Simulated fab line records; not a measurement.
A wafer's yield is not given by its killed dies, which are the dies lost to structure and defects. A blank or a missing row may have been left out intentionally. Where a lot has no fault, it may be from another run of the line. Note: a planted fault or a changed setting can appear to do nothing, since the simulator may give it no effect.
fab line records | flow nandHarc
record lots=6 | wafers=18 | lastDay=25
route steps=1159 shown P_CONTACT@218
lots that met no fault: from a run of the same line without faults
startH: start of the lot's first displayed wafer, in hours after the record's first day | waitH: how many hours have passed since the lot's step before this one | " same as the row above | L1.1+2: several wafers, shown together as one row | - no value, or no start given | * or withheld: withheld | < > ~ a bound
route shown NAME@n: a module of which the file shows steps, and the number in the route of the first | usual: average and standard deviation across the fault-free wafers | same: alike in all rows | chamber/n: place in a boat | sites: per-site readings | _std_site: standard deviation across them | _edge_site: outer sites' mean less inner sites' | radiusMm: how far each site lies from the wafer's centre | mask NAME#n: copy n | behind: the last tool/chamber to shape the wafer | hold: why the lot was held/for how many hours/how that ended | device: transistor that didn't switch, given as n, p or np | end of line: tests of these same wafers at the route's end | step lacking rows: just its recipe | killed: count of dies lost to structure and defects at first sort (not the wafer's yield) | map: a wafer's dies, x killed, . not, _ none there
set.NAME: the setting as run; set.NAME@STEP: as run at that earlier step | model.NAME: the simulator's own value behind a step, which no gauge read
a table for each step, a row for each wafer; lots at some steps of the route
services: when a tool's chamber went out of use (startH, in hours from the record's first day, below 0 if earlier), for how many hours, and the reason
## steps
# step NHARC_P_CONTACT_DEP_00
# recipe targetThkA=5000 | tempC=400 | pressureTorr=6.5 | rfW=900 | teosFlowSccm=161.4 | flowSccm=2650 | targetThkNm=500 | gas=O2 | material=SiO2
# usual heaterPowerW=506/68 | throttleValvePct=15.7/0.72
lot.wafer | tool     | chamber | startH | waitH | heaterPowerW | throttleValvePct
L944.3    | pecvd-04 | 0       | -      | -     | 493          | 16.5
L944.6    | "        | 2       | "      | "     | 660          | 14.8
L944.4    | "        | 0       | "      | "     | 517          | 16.5
L945.3    | pecvd-02 | 1       | -      | -     | 585          | 14.9
L945.6    | "        | 1       | "      | "     | 626          | 15.0
L945.5    | "        | 0       | "      | "     | 542          | 15.2
L956.3    | pecvd-03 | 2       | -      | -     | 540          | 16.1
L956.1    | "        | 0       | "      | "     | 496          | 16.7
L956.6    | "        | 2       | "      | "     | 411          | 16.1
L955.3    | pecvd-02 | 0       | -      | -     | 624          | 14.8
L955.6    | "        | 2       | "      | "     | 356          | 15.0
L955.4    | "        | 0       | "      | "     | 630          | 15.0
L960.3    | pecvd-03 | 2       | -      | -     | 464          | 16.4
L960.4    | "        | 1       | "      | "     | 503          | 15.2
L960.6    | "        | 2       | "      | "     | 486          | 16.0
L963.1    | pecvd-04 | 1       | -      | -     | 505          | 16.7
L963.4    | "        | 0       | "      | "     | 585          | 16.2
L963.5    | "        | 2       | "      | "     | 582          | 15.4
# step NHARC_P_CONTACT_CMP_01
# recipe targetThkNm=200 | material=SiO2
# usual motorCurrentA=11.7/0.91
lot.wafer | tool   | chamber | startH | waitH | motorCurrentA
L944.4    | cmp-01 | 2       | 120.18 | -     | 11.2
L944.3    | "      | 3       | "      | "     | 11.4
L944.6    | "      | 2       | "      | "     | 11.8
L945.3    | cmp-03 | 2       | 130.11 | -     | 12.5
L945.6    | "      | 3       | "      | "     | 10.5
L945.5    | "      | 0       | "      | "     | 11.6
L956.1    | cmp-01 | 3       | 197.24 | -     | 11.8
L956.3    | "      | 1       | "      | "     | 11.2
L956.6    | "      | 0       | "      | "     | 10.9
L955.3    | cmp-03 | 3       | 198.12 | -     | 10.6
L955.4    | "      | 1       | "      | "     | 12.4
L955.6    | "      | 3       | "      | "     | 10.3
L960.3    | cmp-02 | 1       | 225.78 | -     | 11.9
L960.4    | "      | 3       | "      | "     | 10.7
L960.6    | "      | 2       | "      | "     | 13.2
L963.4    | cmp-02 | 2       | 243.99 | -     | 12.5
L963.1    | "      | 1       | "      | "     | 11.9
L963.5    | "      | 2       | "      | "     | 13.3
# step NHARC_P_CONTACT_SRD_03
# step NHARC_P_CONTACT_DEHYDRATE_04
# recipe tempC=150 | timeS=120
# step NHARC_P_CONTACT_HMDS_05
# recipe timeS=30
# step NHARC_P_CONTACT_COAT_33
# recipe tempC=260 | timeS=75
# step NHARC_P_CONTACT_COAT_34
# recipe tempC=225 | timeS=65
# step NHARC_P_CONTACT_COAT_06
# recipe spinRpm=1500 | resistThkNm=90
# step NHARC_P_CONTACT_SOFTBAKE_07
# recipe tempC=105 | timeS=55
# step NHARC_P_CONTACT_EBR_08
# step NHARC_P_CONTACT_EXPOSE_09
# recipe na=1.35 | targetCdNm=90 | doseMj=81.26 | maskId=P_CA
# step NHARC_P_CONTACT_PEB_10
# recipe pebTempC=100 | pebTimeS=65
# usual heaterPowerTotalW=156.6/0.4 | resistLineTempC=22.99/0.11
lot.wafer | tool          | chamber | startH | waitH | heaterPowerTotalW | resistLineTempC
L944.3    | lithoTrack-04 | 0       | 120.91 | 0.0   | 156.1             | 22.86
L944.4    | "             | 0       | "      | "     | 156.8             | 22.93
L944.6    | "             | 0       | "      | "     | 156.4             | 23.02
L945.3    | lithoTrack-06 | 0       | 130.79 | 0.0   | 157.1             | 22.98
L945.5    | "             | 0       | "      | "     | 156.4             | 22.95
L945.6    | "             | 0       | "      | "     | 157.1             | 23.08
L956.1    | lithoTrack-06 | 0       | 197.99 | 0.1   | 164.9             | 23.07
L956.3    | "             | 0       | "      | "     | 166.0             | 23.06
L956.6    | "             | 0       | "      | "     | 156.4             | 23.05
L955.3    | lithoTrack-06 | 0       | 198.85 | 0.0   | 165.4             | 23.05
L955.4    | "             | 0       | "      | "     | 157.1             | 22.93
L955.6    | "             | 0       | "      | "     | 157.2             | 22.95
L960.3    | lithoTrack-01 | 0       | 226.41 | 0.0   | 156.0             | 22.89
L960.4    | "             | 0       | "      | "     | 156.7             | 23.06
L960.6    | "             | 0       | "      | "     | 156.7             | 23.19
L963.1    | lithoTrack-01 | 0       | 244.75 | 0.1   | 157.1             | 22.82
L963.4    | "             | 0       | "      | "     | 156.0             | 22.74
L963.5    | "             | 0       | "      | "     | 156.8             | 22.90
# step NHARC_P_CONTACT_DEVELOP_11
# recipe developTimeS=35 | devTempC=23
# step NHARC_P_CONTACT_CD_MEAS_12
# recipe targetCdNm=90 | landingEnergyEv=500
# usual cdNm=89.7/0.7
lot.wafer | tool     | chamber | startH | waitH | cdNm
L944.3    | cdSem-02 | 0       | 120.99 | -     | 89.6
L944.4    | "        | 0       | "      | "     | 89.3
L944.6    | "        | 0       | "      | "     | 89.2
L945.3    | cdSem-01 | 0       | 130.88 | -     | 89.8
L945.5    | "        | 0       | "      | "     | 89.5
L945.6    | "        | 0       | "      | "     | 90.7
L956.1    | cdSem-02 | 0       | 198.08 | -     | 86.9
L956.3    | "        | 0       | "      | "     | 86.7
L956.6    | "        | 0       | "      | "     | 90.2
L955.3    | cdSem-02 | 0       | 198.93 | -     | 85.3
L955.4    | "        | 0       | "      | "     | 90.8
L955.6    | "        | 0       | "      | "     | 90.2
L960.3    | cdSem-01 | 0       | 226.50 | -     | 89.0
L960.4    | "        | 0       | "      | "     | 89.2
L960.6    | "        | 0       | "      | "     | 89.3
L963.1    | cdSem-01 | 0       | 244.83 | -     | 89.0
L963.4    | "        | 0       | "      | "     | 89.2
L963.5    | "        | 0       | "      | "     | 88.7
# step NHARC_P_CONTACT_OVL_MEAS_13
# usual overlayXNm=-0.1/0.65 | overlayYNm=-0.1/0.78
lot.wafer | tool       | chamber | startH | waitH | overlayXNm | overlayYNm
L944.3    | overlay-01 | -       | 121.08 | -     | -0.8       | -1.2
L944.4    | "          | -       | "      | "     | -0.5       | -1.3
L944.6    | "          | -       | "      | "     | -0.9       | -1.1
L945.3    | overlay-02 | -       | 130.96 | -     | 0.0        | 0.4
L945.5    | "          | -       | "      | "     | -0.6       | 0.2
L945.6    | "          | -       | "      | "     | -0.4       | 0.4
L956.1    | overlay-01 | -       | 198.16 | -     | -1.3       | 0.8
L956.3    | "          | -       | "      | "     | -1.0       | 0.4
L956.6    | "          | -       | "      | "     | -1.0       | 0.5
L955.3    | overlay-01 | -       | 199.02 | -     | -0.3       | -1.3
L955.4    | "          | -       | "      | "     | -0.6       | -0.9
L955.6    | "          | -       | "      | "     | -0.3       | -1.1
L960.3    | overlay-02 | -       | 226.59 | -     | -0.1       | 0.1
L960.4    | "          | -       | "      | "     | 0.2        | 0.3
L960.6    | "          | -       | "      | "     | 0.0        | 0.1
L963.1    | overlay-02 | -       | 244.92 | -     | -0.9       | -0.9
L963.4    | "          | -       | "      | "     | -0.9       | -0.8
L963.5    | "          | -       | "      | "     | -0.8       | -0.7
# step NHARC_P_CONTACT_INSPECT_14
# usual rawDefectCount=3.6/2.1
lot.wafer | tool             | chamber | startH | waitH | rawDefectCount
L944.3    | defectInspect-02 | -       | 121.11 | 0.0   | 2
L944.4    | "                | -       | "      | "     | 1
L944.6    | "                | -       | "      | "     | 2
L945.3    | defectInspect-01 | -       | 131.00 | 0.0   | 6
L945.5    | "                | -       | "      | "     | 2
L945.6    | "                | -       | "      | "     | 2
L956.1    | defectInspect-02 | -       | 198.20 | 0.0   | 4
L956.3    | "                | -       | "      | "     | 12
L956.6    | "                | -       | "      | "     | 3
L955.3    | defectInspect-02 | -       | 199.06 | 0.0   | 8
L955.4    | "                | -       | "      | "     | 5
L955.6    | "                | -       | "      | "     | 4
L960.3    | defectInspect-02 | -       | 226.65 | 0.1   | 4
L960.4    | "                | -       | "      | "     | 7
L960.6    | "                | -       | "      | "     | 5
L963.1    | defectInspect-02 | -       | 244.97 | 0.1   | 3
L963.4    | "                | -       | "      | "     | 2
L963.5    | "                | -       | "      | "     | 0
# step NHARC_P_CONTACT_DESCUM_17
# recipe timeS=3 | o2FlowSccm=200 | arFlowSccm=0 | biasPowerW=0 | chemistry=O2
# usual chamberPressureMTorr=60.00/0.051 | drypumpMotorCurrentA=6.0/0.46 | oesProductAu=1.005/0.01 | rfVppV=57.9/0.97 | showerheadPlenumPTorr=1.94/0.087 | throttleValvePct=11.311/0.01
# same biasPowerW=0
lot.wafer | tool       | chamber | startH | waitH | chamberPressureMTorr | drypumpMotorCurrentA | oesProductAu | rfHoursCounterH | rfVppV | showerheadPlenumPTorr | throttleValvePct | model.P_CONTACT.cdNm
L944.3    | rieDiel-06 | 3       | 121.18 | 0.1   | 60.02                | 6.3                  | 1.015        | 4               | 58.4   | 2.00                  | 11.305           | 89.23
L944.4    | "          | 0       | "      | "     | 59.88                | 6.4                  | 1.011        | 4               | 56.7   | 1.94                  | 11.317           | 88.12
L944.6    | "          | 3       | "      | "     | 60.05                | 6.3                  | 1.004        | -               | 59.0   | 2.00                  | 11.316           | 88.97
L945.3    | rieDiel-05 | 0       | 131.07 | 0.1   | 59.90                | 5.2                  | 1.011        | 14              | 57.2   | 1.78                  | 11.294           | 90.32
L945.5    | "          | 3       | "      | "     | 60.02                | 6.4                  | 1.014        | -               | 57.3   | 2.06                  | 11.319           | 90.04
L945.6    | "          | 0       | "      | "     | 59.92                | 5.2                  | 1.008        | -               | 57.5   | 1.78                  | 11.311           | 91.09
L956.1    | rieDiel-05 | 3       | 198.28 | 0.1   | 59.99                | 6.4                  | 1.000        | 2               | 58.6   | 2.06                  | 11.319           | 87.23
L956.3    | "          | 0       | "      | "     | 60.05                | 5.2                  | 0.991        | 2               | 56.2   | 1.78                  | 11.290           | 86.97
L956.6    | "          | 2       | "      | "     | 59.99                | 6.3                  | 0.981        | -               | 59.4   | 2.04                  | 11.330           | 91.05
L955.3    | rieDiel-06 | 2       | 199.11 | 0.1   | 59.97                | 6.0                  | 1.004        | 12              | 58.2   | 1.90                  | 11.310           | 85.73
L955.4    | "          | 3       | "      | "     | 60.03                | 6.3                  | 1.015        | 10              | 57.3   | 2.00                  | 11.306           | 90.1
L955.6    | "          | 3       | "      | "     | 59.93                | 6.3                  | 1.009        | -               | 59.1   | 1.99                  | 11.308           | 89.99
L960.4    | rieDiel-06 | 1       | 226.71 | 0.1   | 59.99                | 5.4                  | 1.031        | 16              | 58.4   | 1.99                  | 11.304           | 88.97
L960.3    | "          | 3       | "      | "     | 60.02                | 6.4                  | 0.996        | 13              | 58.0   | 1.99                  | 11.306           | 88.39
L960.6    | "          | 0       | "      | "     | 59.97                | 6.4                  | 1.022        | -               | 57.5   | 1.93                  | 11.303           | 88.41
L963.1    | rieDiel-11 | 3       | 245.08 | 0.1   | 59.98                | 6.4                  | 1.006        | 19              | 56.8   | 1.86                  | 11.312           | 88.59
L963.5    | "          | 0       | "      | "     | 59.96                | 6.2                  | 1.013        | -               | 57.6   | 1.77                  | 11.303           | 89.04
L963.4    | "          | 1       | "      | "     | 60.07                | 5.3                  | 0.993        | -               | 57.7   | 1.99                  | 11.310           | 89.4
# step NHARC_P_CONTACT_ETCH_35
# recipe targetDepthA=390 | overEtchFrac=0.3 | timeS=65 | ionEnergyEv=80 | cf4FlowSccm=150 | arFlowSccm=0 | rfW=300 | biasW=100 | chemistry=CF4
# usual chamberPressureMTorr=50.00/0.046 | drypumpMotorCurrentA=5.9/0.46 | oesProductAu=1.007/0.0092 | rfVppV=151.5/1.3 | showerheadPlenumPTorr=1.79/0.073 | throttleValvePct=13.284/0.0099
# same overEtchFrac=0.3
lot.wafer | tool       | chamber | startH | waitH | chamberPressureMTorr | drypumpMotorCurrentA | oesProductAu | rfHoursCounterH | rfVppV | showerheadPlenumPTorr | throttleValvePct
L944.3    | rieDiel-06 | 2       | 121.27 | 0.1   | 50.06                | 6.0                  | 1.003        | 4               | 150.0  | 1.76                  | 13.274
L944.4    | "          | 3       | "      | "     | 49.96                | 6.3                  | 1.006        | 4               | 152.2  | 1.84                  | 13.277
L944.6    | "          | 0       | "      | "     | 49.92                | 6.4                  | 1.011        | -               | 151.6  | 1.79                  | 13.299
L945.3    | rieDiel-05 | 0       | 131.16 | 0.1   | 49.93                | 5.2                  | 1.011        | 14              | 149.6  | 1.66                  | 13.271
L945.6    | "          | 2       | "      | "     | 49.99                | 6.3                  | 0.996        | -               | 152.0  | 1.88                  | 13.289
L945.5    | "          | 3       | "      | "     | 50.01                | 6.4                  | 1.023        | -               | 153.6  | 1.89                  | 13.282
L956.3    | rieDiel-05 | 2       | 198.35 | 0.1   | 49.99                | 6.3                  | 0.985        | 2               | 153.6  | 1.88                  | 13.284
L956.1    | "          | 1       | "      | "     | 50.08                | 5.8                  | 1.009        | 2               | 151.9  | 1.79                  | 13.291
L956.6    | "          | 2       | "      | "     | 49.96                | 6.3                  | 0.974        | -               | 152.3  | 1.88                  | 13.296
L955.3    | rieDiel-06 | 1       | 199.20 | 0.1   | 50.04                | 5.3                  | 1.012        | 12              | 151.9  | 1.84                  | 13.289
L955.4    | "          | 3       | "      | "     | 49.98                | 6.3                  | 1.009        | 10              | 152.6  | 1.84                  | 13.293
L955.6    | "          | 2       | "      | "     | 50.06                | 6.0                  | 1.003        | -               | 150.2  | 1.76                  | 13.284
L960.4    | rieDiel-06 | 1       | 226.80 | 0.1   | 49.97                | 5.3                  | 1.015        | 16              | 152.1  | 1.83                  | 13.271
L960.3    | "          | 2       | "      | "     | 50.05                | 6.0                  | 1.003        | 16              | 150.2  | 1.76                  | 13.267
L960.6    | "          | 0       | "      | "     | 50.00                | 6.4                  | 1.008        | -               | 151.1  | 1.79                  | 13.284
L963.1    | rieDiel-11 | 1       | 245.19 | 0.1   | 50.02                | 5.3                  | 1.010        | 20              | 152.2  | 1.83                  | 13.265
L963.5    | "          | 1       | "      | "     | 50.01                | 5.3                  | 0.999        | -               | 152.7  | 1.83                  | 13.289
L963.4    | "          | 3       | "      | "     | 50.01                | 6.4                  | 1.014        | -               | 150.4  | 1.72                  | 13.310
# step NHARC_P_CONTACT_ETCH_36
# recipe targetDepthA=2600 | overEtchFrac=0.25 | timeS=406.25 | ionEnergyEv=200 | n2FlowSccm=150 | h2FlowSccm=150 | arFlowSccm=0 | rfW=400 | biasW=150 | chemistry=N2/H2
# usual chamberPressureMTorr=30.000/0.027 | drypumpMotorCurrentA=6.0/0.46 | n2FlowSccm=150.0/0.45 | oesProductAu=1.005/0.01 | rfVppV=431.5/2.7 | showerheadPlenumPTorr=2.07/0.094 | throttleValvePct=14.171/0.0087
# same overEtchFrac=0.25
lot.wafer | tool       | chamber | startH | waitH | chamberPressureMTorr | drypumpMotorCurrentA | n2FlowSccm | oesProductAu | rfHoursCounterH | rfVppV | showerheadPlenumPTorr | throttleValvePct
L944.3    | rieDiel-06 | 0       | -      | -     | 29.932               | 6.4                  | 150.1      | 1.003        | 4               | 430.6  | 2.07                  | 14.172
L944.4    | "          | 2       | "      | "     | 30.006               | 6.0                  | 150.1      | 0.995        | 4               | 429.0  | 2.03                  | 14.162
L944.6    | "          | 1       | "      | "     | 30.042               | 5.3                  | 149.8      | 1.003        | -               | 432.9  | 2.13                  | 14.167
L945.3    | rieDiel-05 | 0       | -      | -     | 29.984               | 5.2                  | 149.5      | 1.004        | 14              | 427.3  | 1.90                  | 14.156
L945.5    | "          | 2       | "      | "     | 29.979               | 6.3                  | 150.0      | 1.003        | -               | 434.4  | 2.18                  | 14.166
L945.6    | "          | 3       | "      | "     | 29.989               | 6.4                  | 149.7      | 1.026        | -               | 435.1  | 2.20                  | 14.180
L956.1    | rieDiel-05 | 1       | -      | -     | 29.997               | 5.8                  | 150.2      | 1.009        | 2               | 432.0  | 2.06                  | 14.168
L956.3    | "          | 2       | "      | "     | 29.973               | 6.3                  | 150.0      | 0.981        | 2               | 435.3  | 2.18                  | 14.197
L956.6    | "          | 3       | "      | "     | 29.956               | 6.4                  | 149.4      | 1.009        | -               | 433.4  | 2.20                  | 14.167
L955.4    | rieDiel-06 | 3       | -      | -     | 30.020               | 6.3                  | 150.2      | 1.002        | 10              | 433.0  | 2.13                  | 14.161
L955.3    | "          | 0       | "      | "     | 30.009               | 6.4                  | 150.3      | 1.000        | 8               | 431.7  | 2.07                  | 14.177
L955.6    | "          | 2       | "      | "     | 30.010               | 6.0                  | 150.4      | 0.998        | -               | 431.1  | 2.03                  | 14.168
L960.3    | rieDiel-06 | 0       | -      | -     | 29.985               | 6.4                  | 149.6      | 1.018        | 11              | 432.7  | 2.06                  | 14.156
L960.4    | "          | 2       | "      | "     | 29.999               | 6.0                  | 150.9      | 1.003        | 16              | 429.7  | 2.03                  | 14.172
L960.6    | "          | 0       | "      | "     | 29.957               | 6.4                  | 150.1      | 1.014        | -               | 430.7  | 2.06                  | 14.159
L963.1    | rieDiel-11 | 1       | -      | -     | 29.999               | 5.3                  | 149.8      | 0.996        | 20              | 433.2  | 2.12                  | 14.188
L963.5    | "          | 1       | "      | "     | 30.016               | 5.3                  | 149.5      | 0.996        | -               | 432.1  | 2.12                  | 14.173
L963.4    | "          | 3       | "      | "     | 30.029               | 6.5                  | 149.9      | 1.012        | -               | 429.6  | 1.98                  | 14.164
# step NHARC_P_CONTACT_ETCH_18
# recipe targetDepthA=4810 | timeS=240.5 | c4f8FlowSccm=20 | o2FlowSccm=10 | arFlowSccm=withheld | rfW=600 | biasW=1500 | chemistry=C4F8/O2/Ar
# usual chamberPressureMTorr=25.000/0.024 | oesProductAu=0.967/0.019 | rfVppV=980/5.9
lot.wafer | tool       | chamber | startH | waitH | chamberPressureMTorr | oesProductAu | rfHoursCounterH | rfVppV
L944.3    | rieDiel-06 | 3       | -      | -     | 25.014               | 0.963        | 4               | 984
L944.4    | "          | 0       | "      | "     | 24.995               | 0.983        | 4               | 981
L944.6    | "          | 3       | "      | "     | 25.013               | 0.967        | -               | 984
L945.3    | rieDiel-05 | 3       | -      | -     | 24.963               | 0.991        | 14              | 989
L945.5    | "          | 0       | "      | "     | 24.952               | 0.977        | -               | 972
L945.6    | "          | 1       | "      | "     | 24.991               | 0.986        | -               | 981
L956.1    | rieDiel-05 | 0       | -      | -     | 25.012               | 0.934        | 2               | 969
L956.3    | "          | 1       | "      | "     | 24.995               | 0.926        | 2               | 979
L956.6    | "          | 1       | "      | "     | 25.011               | 0.935        | -               | 980
L955.4    | rieDiel-06 | 2       | -      | -     | 24.991               | 0.928        | 12              | 976
L955.3    | "          | 0       | "      | "     | 24.971               | 0.949        | 8               | 980
L955.6    | "          | 2       | "      | "     | 25.013               | 0.930        | -               | 977
L960.4    | rieDiel-06 | 0       | -      | -     | 24.980               | 0.978        | 12              | 980
L960.3    | "          | 1       | "      | "     | 24.981               | 0.984        | 16              | 984
L960.6    | "          | 2       | "      | "     | 24.987               | 0.985        | -               | 977
L963.1    | rieDiel-11 | 3       | -      | -     | 24.985               | 0.974        | 20              | 975
L963.4    | "          | 1       | "      | "     | 24.975               | 0.953        | -               | 983
L963.5    | "          | 0       | "      | "     | 24.969               | 0.975        | -               | 968
# step NHARC_P_CONTACT_STRIP_37
# recipe c4f8FlowSccm=withheld | o2FlowSccm=8 | arFlowSccm=withheld | biasW=0 | chemistry=C4F8/O2/Ar
# step NHARC_P_CONTACT_ETCH_31
# recipe targetDepthA=300 | timeS=85.7 | ionEnergyEv=120 | overEtchFrac=1 | ch3fFlowSccm=50 | o2FlowSccm=30 | arFlowSccm=200 | rfW=500 | biasW=100 | chemistry=CH3F/O2
# usual chamberPressureMTorr=25.001/0.025 | drypumpMotorCurrentA=6.0/0.46 | oesProductAu=0.986/0.02 | rfVppV=244.9/1.7 | showerheadPlenumPTorr=2.50/0.1 | throttleValvePct=20.664/0.0095
# same overEtchFrac=1
lot.wafer | tool       | chamber | startH | waitH | chamberPressureMTorr | drypumpMotorCurrentA | oesProductAu | rfHoursCounterH | rfVppV | showerheadPlenumPTorr | throttleValvePct | model.P_CONTACT.cdNm
L944.3    | rieDiel-06 | 0       | -      | -     | 24.986               | 6.4                  | 0.965        | 4               | 245.6  | 2.49                  | 20.679           | 85.2
L944.4    | "          | 1       | "      | "     | 24.976               | 5.3                  | 0.963        | 5               | 246.5  | 2.56                  | 20.649           | 87.02
L944.6    | "          | 0       | "      | "     | 25.012               | 6.4                  | 0.969        | -               | 244.9  | 2.49                  | 20.654           | 88.68
L945.3    | rieDiel-05 | 0       | -      | -     | 24.959               | 5.2                  | 0.994        | 14              | 241.2  | 2.30                  | 20.655           | 86.69
L945.6    | "          | 2       | "      | "     | 25.020               | 6.4                  | 0.997        | -               | 245.8  | 2.62                  | 20.649           | 89.9
L945.5    | "          | 3       | "      | "     | 24.962               | 6.4                  | 0.993        | -               | 247.3  | 2.64                  | 20.668           | 91.31
L956.1    | rieDiel-05 | 1       | -      | -     | 25.004               | 5.9                  | 0.973        | 2               | 245.2  | 2.49                  | 20.661           | 88.09
L956.3    | "          | 3       | "      | "     | 24.968               | 6.4                  | 0.958        | 3               | 248.5  | 2.64                  | 20.659           | 86.34
L956.6    | "          | 2       | "      | "     | 25.018               | 6.3                  | 0.931        | -               | 247.1  | 2.62                  | 20.655           | 89.95
L955.3    | rieDiel-06 | 3       | -      | -     | 24.969               | 6.4                  | 0.952        | 10              | 245.9  | 2.56                  | 20.662           | 83.49
L955.4    | "          | 0       | "      | "     | 24.992               | 6.4                  | 0.974        | 8               | 243.4  | 2.49                  | 20.692           | 88.15
L955.6    | "          | 3       | "      | "     | 25.005               | 6.3                  | 0.957        | -               | 246.1  | 2.56                  | 20.657           | 89.71
L960.3    | rieDiel-06 | 1       | -      | -     | 25.030               | 5.4                  | 0.996        | 16              | 244.9  | 2.55                  | 20.670           | 85.33
L960.4    | "          | 2       | "      | "     | 25.020               | 6.0                  | 0.988        | 16              | 243.4  | 2.44                  | 20.660           | 90.61
L960.6    | "          | 2       | "      | "     | 25.031               | 6.0                  | 0.988        | -               | 245.9  | 2.44                  | 20.670           | 86.08
L963.1    | rieDiel-11 | 1       | -      | -     | 24.996               | 5.3                  | 0.924        | 22              | 246.2  | 2.55                  | 20.651           | 87.77
L963.4    | "          | 3       | "      | "     | 24.994               | 6.4                  | 0.938        | -               | 244.0  | 2.39                  | 20.647           | 88.75
L963.5    | "          | 0       | "      | "     | 25.003               | 6.2                  | 0.944        | -               | 242.1  | 2.28                  | 20.659           | 88.25
# step NHARC_P_CONTACT_CD_MEAS_19
# usual cdNm=89.0/1.9
lot.wafer | tool     | chamber | startH | waitH | cdNm
L944.3    | cdSem-02 | -       | 122.46 | -     | 85.1
L944.4    | "        | -       | "      | "     | 86.9
L944.6    | "        | -       | "      | "     | 88.5
L945.3    | cdSem-03 | -       | 131.93 | -     | 86.1
L945.5    | "        | -       | "      | "     | 91.0
L945.6    | "        | -       | "      | "     | 90.1
L956.1    | cdSem-02 | -       | 199.15 | -     | 87.7
L956.3    | "        | -       | "      | "     | 86.2
L956.6    | "        | -       | "      | "     | 89.9
L955.3    | cdSem-02 | -       | 199.99 | -     | 83.4
L955.4    | "        | -       | "      | "     | 87.7
L955.6    | "        | -       | "      | "     | 89.7
L960.3    | cdSem-03 | -       | 227.58 | -     | 85.2
L960.4    | "        | -       | "      | "     | 90.6
L960.6    | "        | -       | "      | "     | 86.0
L963.1    | cdSem-03 | -       | 248.69 | -     | 87.8
L963.4    | "        | -       | "      | "     | 88.5
L963.5    | "        | -       | "      | "     | 88.4
## services
tool          | chamber | startH | hours | kind
rieDiel-11    | 2       | 97.51  | 12.0  | repair
rieDiel-06    | -       | 106.28 | 0.8   | repair
pecvd-03      | -       | 111.08 | 13.0  | pm
rieDiel-11    | -       | 115.96 | 0.6   | repair
lithoTrack-06 | -       | 117.00 | 7.0   | pm
rieDiel-11    | -       | 123.18 | 0.5   | repair
cmp-03        | -       | 123.82 | 1.4   | repair
cmp-02        | -       | 128.06 | 1.1   | repair
cmp-02        | -       | 129.18 | 4.0   | pm
rieDiel-06    | 0       | 147.49 | 22.1  | repair
pecvd-02      | -       | 153.00 | 13.0  | pm
cmp-03        | -       | 156.70 | 4.0   | pm
rieDiel-06    | 3       | 160.11 | 5.6   | repair
rieDiel-05    | -       | 163.67 | 9.0   | pm
cmp-01        | -       | 174.60 | 0.8   | repair
cmp-03        | -       | 178.03 | 0.5   | repair
cmp-01        | -       | 179.50 | 4.0   | pm
cmp-01        | -       | 183.92 | 0.8   | repair
rieDiel-11    | -       | 189.56 | 9.0   | pm
pecvd-04      | -       | 195.56 | 13.0  | pm
cmp-03        | -       | 201.07 | 2.7   | repair
rieDiel-05    | 0       | 228.59 | 1.6   | repair
rieDiel-06    | -       | 241.20 | 9.0   | pm
rieDiel-05    | -       | 248.23 | 5.1   | repair
## key
firstSign step=NHARC_P_CONTACT_PEB_10 | reading=heaterPowerTotalW | direction=up | sigmas=22 | usual=* | struck=*
effect step=NHARC_P_CONTACT_CD_MEAS_12 | reading=cdNm | direction=down | sigmas=4.8 | usual=89.7 | struck=86.3
modelEffect step=NHARC_P_CONTACT_DESCUM_17 | value=P_CONTACT.cdNm | without=90.3 | struck=86.65
modelEffect step=NHARC_P_CONTACT_ETCH_31 | value=P_CONTACT.cdNm | without=89.63 | struck=85.97
metAt NHARC_P_CONTACT_PEB_10
struckWafers L955.3,L956.1,L956.3
testerLeftOut L955,L956
onsetBetween 130.79 197.99
fault kind=processParameterDrift | tool=lithoTrack-06 | chamber=- | onsetH=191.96 | steps=NHARC_P_CONTACT_PEB_10 | channel=pebTimeS | offset=* | shape=step | endH=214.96 | scope=struckWafersOnly | actsIn=* | stated=*
# testerLeftOut: of these lots the tester's yield and bins aren't shown, on N5 and GAA mostly nor the transistor test; their killed dies are dies lost to structure and defects alone, not to doping, threshold or leakage, so they don't give the yield
